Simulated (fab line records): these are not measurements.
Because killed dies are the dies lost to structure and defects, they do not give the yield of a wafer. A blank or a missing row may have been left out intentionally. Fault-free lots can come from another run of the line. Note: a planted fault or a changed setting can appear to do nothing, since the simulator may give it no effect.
Struck lot and sound lot, side by side / flow n5_finfet / 37 out of 1938 route steps
Sound: wafers L169.1, L169.4, L169.5. Struck: wafers L183.1, L183.4, L183.6. The cause comes at the end.
Each step with rows lists, per side, the tool, then ch with its chambers, then its first start. Under that, the readings that differ: sound wafers / struck wafers / difference of the means / sigmas: that difference in standard deviations of wafers without a fault.
alike: readings with means less than 2 such deviations apart, plus words and numbers identical on both sides. not compared: withheld readings, readings lacking a value on some wafer, bounds such as >300 that could conceal the same value, and numbers that have no deviation in the record and whose values overlap.
The two part at a step that has a row with sigmas, a row that says differs or no value, or rows on one side only. Numbers that have no deviation but don't overlap get no sigmas and don't part them. A reading missing from all wafers of one side parts the sides only when that side holds two or more wafers.

first, 9 steps without rows for these wafers: N5_BEOL_M4_ANNEAL_95 (time 240 s); N5_BEOL_M4_SPUTTER_96 (material Cu, target thk 4.5 nm, time 8.29 s); N5_BEOL_M4_ECD_50 (material Cu, target thk 300 nm); N5_BEOL_M4_ANNEAL_51 (time 90 s); N5_BEOL_M4_CMP_52 (polishes, stops on SiOC, t overpolish 6.8 s, target thk 40 nm); N5_BEOL_M4_PRE_CLEAN_60 (time 15 s); N5_BEOL_M4_CO_CAP_55 (material Co, precursor CCTBA/H2, target thk 2 nm, time 102.1 s); N5_BEOL_M4_PRE_CLEAN_56 (time 15 s); N5_BEOL_M4_DEP_57 (deposits SiCN from 3MS/NH3, target thk 8 nm, time 14 s).
N5_BEOL_M4_RC_MEAS_101:
  sound on prober-01 ch 0, day 9 06:11; struck on prober-02 ch 0, day 13 08:41
  alike: DIBL_N, DIBL_P, IOFF_N, IOFF_P, ION_N, ION_P, SS_N, SS_P, VT_N, VT_P
then, 24 steps without rows for these wafers: N5_BEOL_M5_ILD_DEP_00 (deposits SiCOH lowk from DEMS/porogen, target thk 140.64 nm, time 25.9 s); N5_BEOL_M5_CURE_79 (cures SiCOH lowk, time 240 s); N5_BEOL_M5_PECVD_70 (deposits SiO2 from TEOS/O2, target thk 16 nm, time 18 s); N5_BEOL_M5_HM_DEP_02 (deposits TiN, target thk 20 nm); N5_BEOL_M5_COAT_59 (time 60 s, resist thk 60 nm); N5_BEOL_M5_COAT_60 (time 60 s, resist thk 12 nm); N5_BEOL_M5_COAT_71 (time 60 s, resist thk 5 nm); N5_BEOL_M5_COAT_05 (resist thk 30 nm); N5_BEOL_M5_EBR_07; N5_BEOL_M5_SOFTBAKE_06 (time 60 s); N5_BEOL_M5_EXPOSE_08 (exposes mask M5, target cd 28 nm); N5_BEOL_M5_PEB_09 (peb time 60 s); N5_BEOL_M5_DEVELOP_10 (develop time 30 s); N5_BEOL_M5_DESCUM_16 (chemistry O2, time 7 s); N5_BEOL_M5_ETCH_72 (etches underlayer in N2/H2, target depth 6.5 nm, time 5.2 s); N5_BEOL_M5_ETCH_61 (etches SiARC in CF4, target depth 15.6 nm, time 26 s); N5_BEOL_M5_ETCH_62 (etches SOC in N2/H2, target depth 75 nm, overetch 15 nm, time 112.5 s); N5_BEOL_M5_STRIP_63 (strips in N2/H2); N5_BEOL_M5_STRIP_73 (strips in N2/H2); N5_BEOL_M5_STRIP_64 (strips in CF4); N5_BEOL_M5_HM_OPEN_17 (chemistry Cl2/BCl3, target TiN, target depth 20 nm, overetch 6 nm); N5_BEOL_M5_STRIP_19 (strips in O2); N5_BEOL_M5_COAT_65 (time 60 s, resist thk 60 nm); N5_BEOL_M5_COAT_66 (time 60 s, resist thk 12 nm).
N5_BEOL_M7_ALD_77: deposits TaN, target thk 2 nm, pulse time 2 s, purge time 3 s.
  sound on ald_metal-04 ch 0,2,3, day 10 13:50; struck on ald_metal-04 ch 0,2, day 14 14:11
  no value came back on the struck wafers for any of 5 readings (ald_cycles, chamber_pressure_Torr (Torr) and others); on the sound wafers ald_cycles reads 40 40 40
N5_BEOL_M7_CMP_52: polishes, stops on SiCOH lowk, t overpolish 6.9 s, target thk 80 nm.
  sound on cmp-02 ch 1,3, day 10 16:12; struck on cmp-04 ch 0,1,2, day 14 15:49
reading=barrier_field_endpoint_s (s); sound=29.0 30.4 29.3; struck=25.8 26.3 27.4; difference=-3.1; sigmas=-5
  alike: motor_current_A
-- here the record skips 3 days between the struck wafers' starts before and after, leaving off in module BEOL_M7 and picking up in module PASSIVATION (first step shown: number 1936 of the route) --
N5_PASSIVATION_PROBE_49:
  sound on prober-02, day 13 21:19; struck on prober-01, day 17 19:11
reading=defect_limited_yield (%); sound=90.4 91.6 91.3; struck=0 0 0; difference=-91; sigmas=-57
reading=killed_at_M4_up; sound=13 15 10; struck=1062 1089 1075; difference=+1063; sigmas=+99 or more
reading=killed_at_other; sound=6 13 10; struck=1 4 3; difference=-7; sigmas=-2
reading=killed_dies; sound=113 99 103; struck=1180 1180 1180; difference=+1075; sigmas=+60
reading=killed_on_rim; sound=14 15 10; struck=152 152 152; difference=+139; sigmas=+36
reading=sort_bin_4_leakage (%); sound=0 0 0; struck=89.49 91.36 90.34; difference=+90.40; sigmas=
reading=sort_n_pass; sound=1067 1081 1077; struck=0 0 0; difference=-1075; sigmas=-60
reading=sort_yield_pct (%); sound=90.4 91.6 91.3; struck=0 0 0; difference=-91; sigmas=-57
  alike: killed_at_M0_to_M3, killed_at_contacts, killed_at_front_end, killed_open, killed_short, sort_bin_5_function, sort_bin_6_memory

## WHERE THEY PART
Last at N5_PASSIVATION_PROBE_49 as far as this record goes, first at N5_BEOL_M7_ALD_77.

WHY: what had been put in by the simulator
Beginning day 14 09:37, the whole step at N5_BEOL_M7_ALD_77 was skipped on ald_metal-04. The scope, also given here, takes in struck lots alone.
